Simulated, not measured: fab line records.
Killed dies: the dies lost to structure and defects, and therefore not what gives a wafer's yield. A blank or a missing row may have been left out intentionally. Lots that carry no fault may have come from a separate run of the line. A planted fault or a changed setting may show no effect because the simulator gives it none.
Matching of chambers + flow n5 finfet + pecvd-02 running N5_BEOL_M1_PECVD_72: 3 sister chambers
The step deposits SiO2 from TEOS/O2, target thk 16 nm, time 18 s. 6 wafers are shown with their chamber, then 9 later ones without.

## WAFERS WITH THEIR CHAMBER
| wafer  | chamber | showerhead plenum p Torr (Torr) | throttle valve pct (%) |
|--------|---------|---------------------------------|------------------------|
| L079.1 | 2       | 8.68                            | 21.3                   |
| L083.4 | 0       | 8.79                            | 22.0                   |
| L083.5 | 2       | 8.68                            | 21.2                   |
| L087.1 | 0       | 8.77                            | 22.2                   |
| L087.3 | 1       | 8.92                            | 22.7                   |
| L087.6 | 1       | 8.90                            | 22.8                   |

## WAFERS WITHOUT THEIR CHAMBER
| wafer  | showerhead plenum p Torr (Torr) | throttle valve pct (%) |
|--------|---------------------------------|------------------------|
| L088.2 | 8.76                            | 22.1                   |
| L088.4 | 8.65                            | 21.3                   |
| L088.5 | 8.92                            | 22.7                   |
| L090.1 | 8.94                            | 22.6                   |
| L090.3 | 8.90                            | 22.8                   |
| L090.5 | 8.75                            | 22.2                   |
| L096.1 | 8.92                            | 22.7                   |
| L096.2 | 8.78                            | 22.1                   |
| L096.5 | 8.70                            | 21.7                   |

## EACH ONE'S CHAMBER
| wafer  | from the rows above | in truth |
|--------|---------------------|----------|
| L088.2 | 0                   | 0        |
| L088.4 | 2                   | 2        |
| L088.5 | 1                   | 1        |
| L090.1 | 1                   | 1        |
| L090.3 | 1                   | 1        |
| L090.5 | 0                   | 0        |
| L096.1 | 1                   | 1        |
| L096.2 | 0                   | 0        |
| L096.5 | 2                   | 2        |
Correct placement for 9 of the 9. Can't be placed from these rows: 0. Placed wrongly: 0.
How it was worked out, from the rows above alone: a wafer's distance from a chamber is the root of the sum, over the readings, of the square of ((its reading less the chamber's mean) divided by the reading's scatter). If the next closest chamber is less than 2 further off than the closest, the wafer can't be placed; otherwise it belongs to the closest. Each chamber's mean is taken over the wafers shown for it. How the scatter is found: for the shown wafers, subtract from each reading the mean of its chamber, square and add these, divide the total by (wafers less chambers), then take the root.
